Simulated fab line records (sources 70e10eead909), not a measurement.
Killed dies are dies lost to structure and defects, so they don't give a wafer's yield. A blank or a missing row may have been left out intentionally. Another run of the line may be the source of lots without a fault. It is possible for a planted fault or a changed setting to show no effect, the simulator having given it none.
Problem report, 8D (eight disciplines) form, completed by code + flow nandHarc + the parts of the form that need people (team, actions taken, sign-off) are left out

== 1. WHAT IS WRONG ==
thkNm at NHARC_A_ONON_D1_THK_MEAS_21 reads a mean of 1047 nm on 1 wafer of 1 lot; wafers without a fault read 1002 nm with a standard deviation of 9. That is +5.0 standard deviations from the usual mean.
The step: measures by ellipsometry.
First observed at day 14 12:03: wafer L116.5, on filmMetro-02. The record has a number at this step for 39 wafers belonging to 13 lots. Rule for "out", or "out of limits": more than 4 standard deviations from the usual mean. Any other wafer with a number is counted as sound.

== 2. WHAT IT IS, WHAT IT ISN'T ==
| question                    | is                | is not                                                                                 |
|-----------------------------|-------------------|----------------------------------------------------------------------------------------|
| which readings at this step | thkNm             | -                                                                                      |
| which lots                  | L116              | L102, L103, L104, L105, L106, L107, L108, L117, L121, L122, L124, L125                 |
| which wafers of those lots  | L116.5            | L116.2, L116.4                                                                         |
| read on which gauges        | filmMetro-02      | filmMetro-01                                                                           |
| when                        | from day 14 12:03 | up to then (26 sound wafers); but 12 sound wafers of L121, L122, L124, L125 came after |

== 3. WHAT RULES OUT EACH SUSPECT ==
Counting: if a tool at a process step up to the reading ran every lot that is out, it stays a suspect. Sound lots after the first of them don't rule it out here, since some wafers of a struck lot are sound.
- the gauge at NHARC_A_ONON_D1_THK_MEAS_21: kept. All the wafers that are out were read on filmMetro-02, and no step on other tools shows them out.
- rieDiel-07 at NHARC_A_ZERO_WELL_DESCUM_12 (chemistry O2, time 3 s): kept. L116, the lot that is out, went through it at day 13 02:43; up to then, the latest sound lot through it was L117 at day 13 01:28.
- pecvdOnon-03 at NHARC_A_ONON_D1_DEP_19 (target thk 1000 nm): kept. L116, the lot that is out, went through it at day 14 11:36; up to then, the latest sound lot through it was L107 at day 10 10:20.
- Within rieDiel-07 at NHARC_A_ZERO_WELL_DESCUM_12: the wafers that are out ran in chamber 0; their sound lot-mates ran in chambers 1, 2.
rieDiel-07 at NHARC_A_ZERO_WELL_DESCUM_12, pecvdOnon-03 at NHARC_A_ONON_D1_DEP_19 and filmMetro-02 at NHARC_A_ONON_D1_THK_MEAS_21 are what is left after counting.

== 4. THE CAUSE (what the simulator had put in) ==
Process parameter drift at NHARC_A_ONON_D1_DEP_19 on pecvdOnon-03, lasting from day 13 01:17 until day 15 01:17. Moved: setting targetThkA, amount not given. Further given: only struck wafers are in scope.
Of the 3 suspects that counting leaves, this tool is one.

== 5. THE CHAIN OF EFFECTS, in route order ==
Rows list readings where the struck wafers' mean (over those with a number) sits beyond 3 standard deviations from the usual. Scope: only readings with a usual standard deviation given in the record; hours: median across lots of the time from each lot's start at the first step in this table that gives one to its start at this step; sigmas: change in usual standard deviations.
| hours | step                        | reading | usual   | on struck wafers | change | sigmas |
|-------|-----------------------------|---------|---------|------------------|--------|--------|
| 0     | NHARC_A_ONON_D1_THK_MEAS_21 | thkNm   | 1002 nm | 1047             | +45    | +5.0   |

== 6. WHAT WOULD HAVE CAUGHT IT SOONER ==
35 hours passed between the start of the fault at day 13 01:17 and the first reading out of limits at a measuring or inspecting step in this record, taken at day 14 12:03.
The start of NHARC_A_ONON_D1_DEP_19 on pecvdOnon-03 came by day 14 12:03 for every one of the lots that are out (1). A hold on the tool at that time would have spared none of them.
